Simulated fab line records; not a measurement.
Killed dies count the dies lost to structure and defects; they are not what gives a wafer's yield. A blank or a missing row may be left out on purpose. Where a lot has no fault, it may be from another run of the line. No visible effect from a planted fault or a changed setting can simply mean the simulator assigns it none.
fab line records | flow nandHarc
record: lots: 24 wafers: 72 lastDay: 25
route steps=1159 shown A_CONTACT@958 A_BLC@989 A_M0@1025 A_M1@1038 A_BONDPAD@1061
lots with no fault: from the same line, run without faults
startH: start of the lot's first displayed wafer, in hours after the record's first day | waitH: time in hours since the lot's previous step | " repeats the value in the row above | L1.1+2: a single row standing in for several wafers | - no value, or no start given | * or withheld: withheld | < > ~ a bound
route shown NAME@n: a module of which the file shows steps, and the number in the route of the first | usual: mean/standard deviation taken from wafers without a fault | same: alike in all rows | chamber/n: place in a boat | sites: the reading at each site | _std_site: standard deviation of those values | _edge_site: mean of outer sites minus mean of inner sites | radiusMm: how far each site lies from the wafer's centre | mask NAME#n: copy n | behind: the tool/chamber that last shaped the wafer | hold: what put the lot on hold/how long, in hours/how the hold closed | device: the n, p or np transistor that did not switch | end of line: tests of these same wafers at the route's end | a step without rows: its recipe alone | killed: not the wafer's yield, but the dies lost to structure and defects at the first sort | map: a wafer's dies, marking killed ones x, the rest . and places with no die _
set.NAME: the setting the step ran with; set.NAME@STEP: the setting that earlier step ran with | model.NAME: the simulator's own value behind a step, which no gauge read
a sample of lots followed through the steps of the route, with each step as a table and each wafer as a row
services: from which hour (startH, from the record's first day; less than 0 if before it) a tool's chamber was out of use, for how many hours, and why
== steps ==
step: NHARC_A_CONTACT_ALD_18
recipe: targetThkA: 30 pulseTimeS: 1 aldCycles: 150 tempC: 450 material: TiN
usual: heaterPowerW: 1147/96 precursorPulseHeightRel: 1.002/0.02 susceptorTempC: 450.03/0.22
columns lot.wafer tool chamber startH waitH heaterPowerW precursorPulseHeightRel susceptorTempC
L075.4 aldMetal-01 0 384.46 - 1081 1.020 450.18
L075.2 " 2 " " 1031 0.987 450.09
L075.5 " 0 " " 1126 1.010 450.08
L074.2 aldMetal-04 0 389.09 - 1198 0.998 450.40
L074.4 " 1 " " 1213 1.023 450.31
L074.5 " 3 " " 1134 0.965 450.11
L077.4 aldMetal-03 1 400.16 - 1056 0.991 449.84
L077.1 " 0 " " 1025 1.011 450.55
L077.6 " 1 " " 1091 0.997 449.85
L076.1 aldMetal-04 3 402.32 - 1133 1.005 450.23
L076.2 " 0 " " 1258 1.038 450.26
L076.5 " 2 " " 1225 0.989 449.87
L078.1 aldMetal-01 1 409.36 - 1071 0.983 450.10
L078.3 " 2 " " 1035 0.958 450.13
L078.5 " 3 " " 1278 0.988 450.17
L080.4 aldMetal-03 1 414.55 - 1053 1.020 450.02
L080.3 " 3 " " 1077 1.033 449.82
L080.5 " 0 " " 1041 0.988 450.04
L079.4 aldMetal-04 3 417.17 - 1149 1.005 450.08
L079.5 " 1 " " 1174 1.003 450.00
L079.6 " 2 " " 1193 0.993 449.98
L083.1 aldMetal-04 0 429.68 - 1210 0.994 450.91
L083.2 " 2 " " 1192 0.945 450.14
L083.3 " 3 " " 1131 1.016 450.01
L082.3 aldMetal-01 0 433.84 - 1118 0.954 450.01
L082.2 " 2 " " 1079 1.015 449.74
L082.5 " 0 " " 1113 1.006 450.16
L081.3 aldMetal-01 2 441.19 - 1048 1.026 450.09
L081.2 " 3 " " 1273 0.998 449.89
L081.5 " 1 " " 1049 1.028 450.18
L085.2 aldMetal-04 2 442.57 - 1198 0.973 450.30
L085.1 " 3 " " 1144 1.022 450.07
L085.6 " 0 " " 1222 0.995 449.99
L084.1 aldMetal-03 3 444.78 - 1031 1.009 450.02
L084.3 " 1 " " 1078 0.977 450.00
L084.2 " 2 " " 1312 1.015 449.94
L088.4 aldMetal-01 0 455.59 - 1109 1.027 449.91
L088.2 " 1 " " 1072 0.967 450.15
L088.1 " 2 " " 1045 0.972 449.89
L087.3 aldMetal-03 1 459.80 - 1089 1.029 450.08
L087.4 " 2 " " 1343 1.018 450.17
L087.5 " 0 " " 1028 0.994 449.97
L090.4 aldMetal-04 1 467.43 - 1161 1.005 449.83
L090.2 " 2 " " 1236 1.010 449.95
L090.3 " 0 " " 1221 1.000 450.55
L086.1 aldMetal-03 3 470.02 - 1066 1.041 450.02
L086.3 " 1 " " 1087 1.009 449.54
L086.6 " 0 " " 1044 0.999 450.42
L089.1 aldMetal-04 3 475.77 - 1146 1.006 450.26
L089.2 " 1 " " 1188 1.007 449.94
L089.5 " 3 " " 1148 0.970 449.86
L091.2 aldMetal-04 0 491.76 - 1210 0.993 450.12
L091.1 " 3 " " 1163 1.022 449.92
L091.6 " 1 " " 1190 0.996 450.36
L092.1 aldMetal-01 2 493.97 - 997 1.034 450.19
L092.3 " 0 " " 1101 1.002 450.35
L092.5 " 2 " " 1004 0.996 450.09
L093.3 aldMetal-03 0 495.45 - 1025 1.003 450.23
L093.6 " 2 " " 1315 0.988 449.73
L093.5 " 3 " " 1088 1.022 450.05
L096.1 aldMetal-04 0 518.65 - 1219 1.005 449.75
L096.4 " 1 " " 1170 1.020 450.11
L096.3 " 3 " " 1157 1.016 449.61
L094.4 aldMetal-03 1 520.19 - 952 1.025 450.04
L094.2 " 2 " " 1348 1.043 450.06
L094.3 " 3 " " 1057 0.965 450.01
L095.2 aldMetal-04 0 522.80 - 1240 0.999 449.73
L095.4 " 1 " " 1190 0.967 449.77
L095.5 " 3 " " 1167 0.997 450.11
L097.3 aldMetal-01 2 531.62 - 1025 1.017 449.75
L097.4 " 1 " " 929 0.995 449.93
L097.6 " 3 " " 1279 1.001 449.88
step: NHARC_A_BLC_CVD_24
recipe: targetThkA: 1500 tempC: 300 pressureTorr: 40 wf6FlowSccm: 40 h2FlowSccm: 1600 arFlowSccm: 1560 timeS: 434 material: W
usual: heaterPowerW: 506/44 susceptorTempC: 300.02/0.22 throttleValvePct: 8.28/0.3
same: timeS: 434
columns lot.wafer tool chamber startH waitH heaterPowerW susceptorTempC throttleValvePct
L075.2 cvdW-01 0 - - 459 300.07 8.44
L075.4 " 0 " " 457 299.93 8.30
L075.5 " 0 " " 460 299.90 8.04
L074.2 cvdW-01 1 - - 558 300.01 7.78
L074.4 " 0 " " 454 300.16 8.45
L074.5 " 1 " " 564 299.87 7.88
L077.1 cvdW-02 1 - - 510 - 8.00
L077.4 " 0 " " 462 - 8.49
L077.6 " 1 " " 525 - 8.24
L076.2 cvdW-01 1 - - 572 299.78 8.12
L076.1 " 0 " " 458 300.25 8.40
L076.5 " 0 " " 458 300.06 8.12
L078.1 cvdW-02 0 - - 470 300.25 8.75
L078.3 " 1 " " 531 299.68 8.03
L078.5 " 0 " " 471 300.15 8.69
L080.4 cvdW-01 1 - - 557 - 7.99
L080.3 " 0 " " 458 - 8.13
L080.5 " 1 " " 574 - 7.99
L079.4 cvdW-02 1 - - 529 299.83 8.00
L079.5 " 0 " " 477 300.23 8.51
L079.6 " 1 " " 522 299.96 8.02
L083.1 cvdW-01 0 - - 461 300.31 8.30
L083.2 " 1 " " 561 299.90 8.14
L083.3 " 1 " " 571 299.75 8.07
L082.2 cvdW-02 1 - - 537 - 8.12
L082.3 " 0 " " 466 - 8.64
L082.5 " 0 " " 476 - 8.86
L081.2 cvdW-01 1 - - 552 300.03 7.91
L081.3 " 1 " " 560 299.69 8.06
L081.5 " 1 " " 568 299.55 7.87
L085.2 cvdW-01 1 - - 557 299.96 7.92
L085.1 " 0 " " 454 300.08 8.37
L085.6 " 0 " " 462 300.10 8.25
L084.1 cvdW-01 0 - - 464 299.86 8.58
L084.2 " 1 " " 543 299.75 8.00
L084.3 " 0 " " 465 299.98 8.47
L088.2 cvdW-01 0 - - 464 - 8.25
L088.1 " 1 " " 553 - 8.05
L088.4 " 1 " " 564 - 7.94
L087.3 cvdW-02 0 - - 471 299.86 8.82
L087.4 " 1 " " 532 299.86 8.28
L087.5 " 1 " " 544 299.62 8.13
L090.2 cvdW-02 1 - - 536 300.01 8.49
L090.4 " 0 " " 476 300.06 8.54
L090.3 " 1 " " 560 299.61 8.37
L086.1 cvdW-02 1 - - 525 300.09 8.12
L086.3 " 1 " " 534 299.85 8.13
L086.6 " 1 " " 554 300.03 8.13
L089.1 cvdW-02 0 - - 477 299.89 8.67
L089.2 " 1 " " 527 300.38 8.27
L089.5 " 0 " " 476 300.25 8.82
L091.2 cvdW-01 0 - - 428 300.44 8.28
L091.1 " 1 " " 559 300.08 7.84
L091.6 " 0 " " 436 299.88 8.40
L092.1 cvdW-01 0 - - 424 300.20 8.11
L092.3 " 1 " " 573 299.84 7.89
L092.5 " 1 " " 548 300.11 7.85
L093.3 cvdW-01 1 - - 558 300.47 8.16
L093.6 " 1 " " 552 300.33 7.93
L093.5 " 0 " " 435 299.85 8.74
L096.1 cvdW-02 0 - - 485 300.13 8.55
L096.3 " 0 " " 481 300.28 8.87
L096.4 " 1 " " 525 299.83 8.35
L094.2 cvdW-02 0 - - 471 300.24 8.40
L094.3 " 1 " " 540 299.97 8.41
L094.4 " 0 " " 487 300.22 8.71
L095.2 cvdW-02 0 - - 474 - 8.75
L095.4 " 1 " " 535 - 8.28
L095.5 " 1 " " 538 - 8.16
L097.4 cvdW-02 1 - - 529 299.76 8.30
L097.3 " 0 " " 484 300.31 8.62
L097.6 " 0 " " 496 300.38 8.87
step: NHARC_A_M0_DEP_32
recipe: targetThkA: 300 tempC: 370 targetThkNm: 30 pressureTorr: 3 flowSccm: 200 rfW: 450 material: SiCN
usual: heaterPowerW: 626/79 susceptorTempC: 370.01/0.2
columns lot.wafer tool chamber startH waitH heaterPowerW susceptorTempC
L075.2 pecvd-03 0 398.05 0.1 591 370.09
L075.5 " 0 " " 587 370.29
L075.4 " 2 " " 532 370.08
L074.2 pecvd-02 2 407.33 0.1 548 370.11
L074.4 " 0 " " 657 369.74
L074.5 " 2 " " 547 370.11
L077.1 pecvd-02 0 415.54 0.1 760 370.04
L077.4 " 0 " " 791 369.72
L077.6 " 2 " " 492 369.86
L076.1 pecvd-02 1 421.53 0.1 635 370.02
L076.2 " 2 " " 574 369.57
L076.5 " 2 " " 583 369.81
L078.1 pecvd-03 1 424.81 0.1 633 369.81
L078.3 " 2 " " 546 369.74
L078.5 " 2 " " 564 369.85
L080.3 pecvd-04 1 429.24 0.1 765 370.07
L080.4 " 2 " " 532 369.98
L080.5 " 0 " " 617 369.84
L079.5 pecvd-02 0 429.67 0.2 760 370.40
L079.4 " 1 " " 641 370.04
L079.6 " 2 " " 622 370.34
L083.1 pecvd-03 2 440.65 0.1 584 370.26
L083.3 " 0 " " 723 369.98
L083.2 " 1 " " 686 369.79
L082.3 pecvd-03 1 446.75 0.1 653 369.87
L082.2 " 2 " " 553 370.05
L082.5 " 2 " " 547 370.19
L081.2 pecvd-04 0 453.25 0.1 617 370.13
L081.3 " 1 " " 640 370.29
L081.5 " 0 " " 636 370.11
L085.2 pecvd-02 0 454.77 0.1 745 369.99
L085.1 " 1 " " 577 370.27
L085.6 " 2 " " 604 369.67
L084.3 pecvd-04 2 456.97 0.1 557 369.98
L084.2 " 0 " " 630 369.90
L084.1 " 1 " " 658 370.26
L088.1 pecvd-03 1 464.49 0.1 618 369.63
L088.2 " 2 " " 542 370.39
L088.4 " 2 " " 552 369.91
L087.3 pecvd-03 1 468.71 0.1 669 370.20
L087.4 " 1 " " 667 369.52
L087.5 " 0 " " 676 370.39
L090.3 pecvd-02 1 481.56 0.1 655 369.81
L090.2 " 2 " " 536 370.01
L090.4 " 1 " " 681 370.09
L086.3 pecvd-04 2 483.07 0.1 554 370.27
L086.1 " 0 " " 609 370.05
L086.6 " 1 " " 669 369.67
L089.2 pecvd-04 1 484.96 0.1 752 369.96
L089.1 " 2 " " 511 370.23
L089.5 " 0 " " 608 369.95
L091.2 pecvd-02 1 507.24 0.1 667 370.07
L091.1 " 2 " " 583 370.19
L091.6 " 1 " " 659 370.07
L092.1 pecvd-04 2 508.24 0.1 511 370.06
L092.3 " 0 " " 561 369.98
L092.5 " 0 " " 564 370.21
L093.3 pecvd-03 0 509.06 0.1 693 369.97
L093.5 " 2 " " 492 369.56
L093.6 " 0 " " 698 370.08
L096.3 pecvd-04 1 533.15 0.1 697 369.88
L096.1 " 2 " " 466 370.09
L096.4 " 2 " " 472 369.97
L094.2 pecvd-04 1 537.56 0.1 748 369.92
L094.3 " 2 " " 544 369.89
L094.4 " 1 " " 743 370.19
L095.2 pecvd-04 1 538.22 0.1 755 369.99
L095.4 " 0 " " 593 369.96
L095.5 " 1 " " 750 369.80
L097.3 pecvd-04 1 544.85 0.2 760 370.19
L097.4 " 0 " " 624 369.88
L097.6 " 1 " " 756 369.92
step: NHARC_A_M1_INSPECT_11
usual: rawDefectCount: 28/13
columns lot.wafer tool chamber startH waitH rawDefectCount
L075.2 defectInspect-01 - 399.43 0.0 22
L075.4 " - " " 32
L075.5 " - " " 30
L074.2 defectInspect-01 - 408.62 0.0 15
L074.4 " - " " 15
L074.5 " - " " 11
L077.1 defectInspect-01 - 416.80 0.0 28
L077.4 " - " " 24
L077.6 " - " " 14
L076.1 defectInspect-01 - 422.86 0.0 30
L076.2 " - " " 35
L076.5 " - " " 18
L078.1 defectInspect-02 - 426.02 0.0 26
L078.3 " - " " 19
L078.5 " - " " 16
L080.3 defectInspect-01 - 430.75 0.0 37
L080.4 " - " " 39
L080.5 " - " " 34
L079.4 defectInspect-02 - 431.01 0.0 9
L079.5 " - " " 14
L079.6 " - " " 11
L083.1 defectInspect-01 - 442.15 0.0 42
L083.2 " - " " 30
L083.3 " - " " 38
L082.2 defectInspect-01 - 448.10 0.0 10
L082.3 " - " " 14
L082.5 " - " " 9
L081.2 defectInspect-02 - 454.62 0.0 10
L081.3 " - " " 8
L081.5 " - " " 12
L085.1 defectInspect-02 - 456.11 0.0 22
L085.2 " - " " 39
L085.6 " - " " 20
L084.1 defectInspect-01 - 458.43 0.0 34
L084.2 " - " " 28
L084.3 " - " " 36
L088.1 defectInspect-02 - 465.82 0.0 15
L088.2 " - " " 13
L088.4 " - " " 24
L087.3 defectInspect-01 - 470.09 0.0 38
L087.4 " - " " 26
L087.5 " - " " 31
L090.2 defectInspect-01 - 482.90 0.0 43
L090.3 " - " " 31
L090.4 " - " " 36
L086.1 defectInspect-02 - 484.43 0.0 54
L086.3 " - " " 48
L086.6 " - " " 53
L089.1 defectInspect-02 - 486.34 0.0 29
L089.2 " - " " 32
L089.5 " - " " 31
L091.1 defectInspect-02 - 508.55 0.0 25
L091.2 " - " " 16
L091.6 " - " " 18
L092.1 defectInspect-02 - 509.63 0.0 45
L092.3 " - " " 43
L092.5 " - " " 33
L093.3 defectInspect-02 - 510.35 0.0 62
L093.5 " - " " 45
L093.6 " - " " 51
L096.1 defectInspect-01 - 534.33 0.0 52
L096.3 " - " " 49
L096.4 " - " " 40
L094.2 defectInspect-01 - 539.06 0.0 10
L094.3 " - " " 21
L094.4 " - " " 17
L095.2 defectInspect-02 - 539.52 0.0 18
L095.4 " - " " 18
L095.5 " - " " 23
L097.3 defectInspect-02 - 546.34 0.0 38
L097.4 " - " " 37
L097.6 " - " " 34
step: NHARC_A_M1_PRE_CLEAN_32
recipe: timeS: 12 tempC: 370 rfPowerW: 300 gas: NH3
usual: heaterPowerW: 671/70 susceptorTempC: 369.98/0.22
same: timeS: 12
columns lot.wafer tool chamber startH waitH heaterPowerW susceptorTempC
L075.2 pecvd-04 2 402.20 0.1 621 370.06
L075.5 " 1 " " 783 369.96
L075.4 " 0 " " 661 370.38
L074.2 pecvd-03 1 411.51 0.2 605 369.78
L074.4 " 0 " " 719 369.67
L074.5 " 2 " " 599 369.81
L077.1 pecvd-03 0 419.84 0.1 725 369.76
L077.4 " 2 " " 584 370.01
L077.6 " 0 " " 716 369.90
L076.1 pecvd-03 2 425.71 0.1 550 369.67
L076.2 " 1 " " 674 369.98
L076.5 " 2 " " 568 369.88
L078.1 pecvd-03 2 428.84 0.1 535 370.03
L078.3 " 0 " " 719 370.03
L078.5 " 0 " " 720 370.16
L080.3 pecvd-03 2 433.61 0.2 572 369.96
L080.4 " 1 " " 697 369.54
L080.5 " 2 " " 567 369.73
L079.4 pecvd-03 2 434.14 0.1 595 370.38
L079.5 " 0 " " 746 369.74
L079.6 " 1 " " 713 370.10
L083.1 pecvd-04 0 444.90 0.1 580 369.66
L083.3 " 1 " " 811 369.81
L083.2 " 2 " " 625 370.20
L082.3 pecvd-04 1 450.97 0.1 669 369.88
L082.2 " 2 " " 618 370.66
L082.5 " 1 " " 679 369.92
L081.3 pecvd-04 2 457.57 0.3 623 369.87
L081.2 " 1 " " 681 369.91
L081.5 " 2 " " 630 369.91
L085.2 pecvd-04 1 458.89 0.1 794 370.07
L085.1 " 2 " " 630 370.02
L085.6 " 2 " " 637 369.98
L084.1 pecvd-04 1 461.56 0.1 705 369.63
L084.3 " 2 " " 562 370.03
L084.2 " 0 " " 617 369.80
L088.1 pecvd-02 1 468.52 0.1 749 369.74
L088.2 " 2 " " 659 369.68
L088.4 " 0 " " 778 369.79
L087.3 pecvd-04 2 472.83 0.1 608 369.93
L087.5 " 1 " " 783 370.08
L087.4 " 2 " " 611 369.67
L090.3 pecvd-04 1 485.62 0.1 781 370.00
L090.2 " 0 " " 614 369.81
L090.4 " 0 " " 614 369.79
L086.3 pecvd-03 0 487.43 0.3 657 370.02
L086.1 " 1 " " 707 370.40
L086.6 " 0 " " 664 370.02
L089.1 pecvd-02 2 489.12 0.1 634 370.08
L089.2 " 0 " " 815 370.15
L089.5 " 2 " " 632 370.05
L091.1 pecvd-03 1 511.27 0.1 688 369.96
L091.2 " 2 " " 634 369.81
L091.6 " 2 " " 618 370.09
L092.3 pecvd-04 1 512.98 0.4 688 370.00
L092.1 " 0 " " 662 370.29
L092.5 " 2 " " 607 369.98
L093.3 pecvd-02 1 513.09 0.1 682 369.72
L093.6 " 2 " " 624 370.10
L093.5 " 1 " " 691 369.81
L096.3 pecvd-02 0 537.04 0.1 769 370.55
L096.1 " 2 " " 622 369.79
L096.4 " 0 " " 761 370.37
L094.2 pecvd-02 1 541.94 0.1 688 370.19
L094.3 " 2 " " 597 370.17
L094.4 " 1 " " 688 370.06
L095.2 pecvd-04 2 542.53 0.1 594 370.20
L095.4 " 0 " " 576 370.08
L095.5 " 1 " " 725 370.03
L097.3 pecvd-03 1 549.06 0.1 739 369.93
L097.4 " 2 " " 590 369.59
L097.6 " 1 " " 743 370.13
step: NHARC_A_BONDPAD_THK_MEAS_30
recipe: thkMeasGauge: ellipsometry
usual: thkNm: 199.5/1.9
columns lot.wafer tool chamber startH waitH thkNm
L075.2 filmMetro-01 - 403.48 0.2 198.6
L075.4 " - " " 197.7
L075.5 " - " " 198.8
L074.2 filmMetro-01 - 412.78 0.2 197.9
L074.4 " - " " 200.8
L074.5 " - " " 202.0
L077.1 filmMetro-01 - 421.16 0.2 199.0
L077.4 " - " " 203.5
L077.6 " - " " 201.2
L076.1 filmMetro-01 - 426.99 0.2 198.1
L076.2 " - " " 197.5
L076.5 " - " " 198.3
L078.1 filmMetro-02 - 430.15 0.2 200.6
L078.3 " - " " 200.3
L078.5 " - " " 202.8
L080.3 filmMetro-01 - 434.90 0.2 198.7
L080.4 " - " " 198.0
L080.5 " - " " 197.3
L079.4 filmMetro-01 - 435.41 0.2 197.5
L079.5 " - " " 201.1
L079.6 " - " " 202.6
L083.1 filmMetro-02 - 446.19 0.2 200.0
L083.2 " - " " 199.6
L083.3 " - " " 198.0
L082.2 filmMetro-01 - 452.25 0.2 199.6
L082.3 " - " " 196.4
L082.5 " - " " 199.3
L081.2 filmMetro-02 - 458.88 0.2 201.3
L081.3 " - " " 199.6
L081.5 " - " " 199.0
L085.1 filmMetro-01 - 460.18 0.2 202.9
L085.2 " - " " 199.5
L085.6 " - " " 204.0
L084.1 filmMetro-02 - 462.99 0.1 199.2
L084.2 " - " " 199.1
L084.3 " - " " 197.8
L088.1 filmMetro-01 - 469.95 0.2 197.0
L088.2 " - " " 199.4
L088.4 " - " " 201.2
L087.3 filmMetro-01 - 474.64 0.2 199.7
L087.4 " - " " 197.4
L087.5 " - " " 198.0
L090.2 filmMetro-02 - 486.95 0.2 204.5
L090.3 " - " " 197.2
L090.4 " - " " 200.4
L086.1 filmMetro-01 - 488.71 0.2 201.0
L086.3 " - " " 198.6
L086.6 " - " " 202.4
L089.1 filmMetro-02 - 490.39 0.2 197.3
L089.2 " - " " 199.8
L089.5 " - " " 199.7
L091.1 filmMetro-01 - 512.54 0.2 199.2
L091.2 " - " " 200.0
L091.6 " - " " 200.3
L092.1 filmMetro-01 - 514.26 0.2 203.0
L092.3 " - " " 201.1
L092.5 " - " " 202.9
L093.3 filmMetro-02 - 514.36 0.2 202.1
L093.5 " - " " 197.1
L093.6 " - " " 199.4
L096.1 filmMetro-01 - 538.32 0.1 196.7
L096.3 " - " " 198.9
L096.4 " - " " 201.5
L094.2 filmMetro-01 - 543.24 0.2 198.7
L094.3 " - " " 197.7
L094.4 " - " " 202.1
L095.2 filmMetro-02 - 543.88 0.2 196.8
L095.4 " - " " 200.2
L095.5 " - " " 198.9
L097.3 filmMetro-01 - 550.64 0.2 200.6
L097.4 " - " " 201.6
L097.6 " - " " 198.8
== services ==
columns tool chamber startH hours kind
aldMetal-01 0 366.48 1.9 repair
pecvd-04 - 376.00 13.0 pm
pecvd-04 0 376.00 13.0 ventCycle
pecvd-04 1 376.00 13.0 ventCycle
pecvd-04 2 376.00 13.0 ventCycle
pecvd-04 0 389.00 - clean
cvdW-02 - 393.90 13.0 pm
aldMetal-04 - 406.00 10.0 pm
pecvd-03 - 453.81 4.0 repair
aldMetal-01 - 458.00 10.0 pm
pecvd-03 - 473.30 13.0 pm
cvdW-01 - 476.85 13.0 pm
aldMetal-03 - 477.45 0.6 repair
aldMetal-01 3 482.34 30.0 repair
pecvd-02 - 485.88 0.7 repair
aldMetal-01 - 498.23 0.4 repair
aldMetal-03 - 500.00 10.0 pm
pecvd-02 - 515.19 13.0 pm
aldMetal-04 3 524.16 24.2 repair
pecvd-03 2 529.34 9.5 repair
pecvd-04 - 529.45 0.6 repair
pecvd-03 0 541.87 8.6 repair
pecvd-04 2 544.36 17.1 repair
cvdW-01 1 544.80 1.4 repair
== key ==
fault none
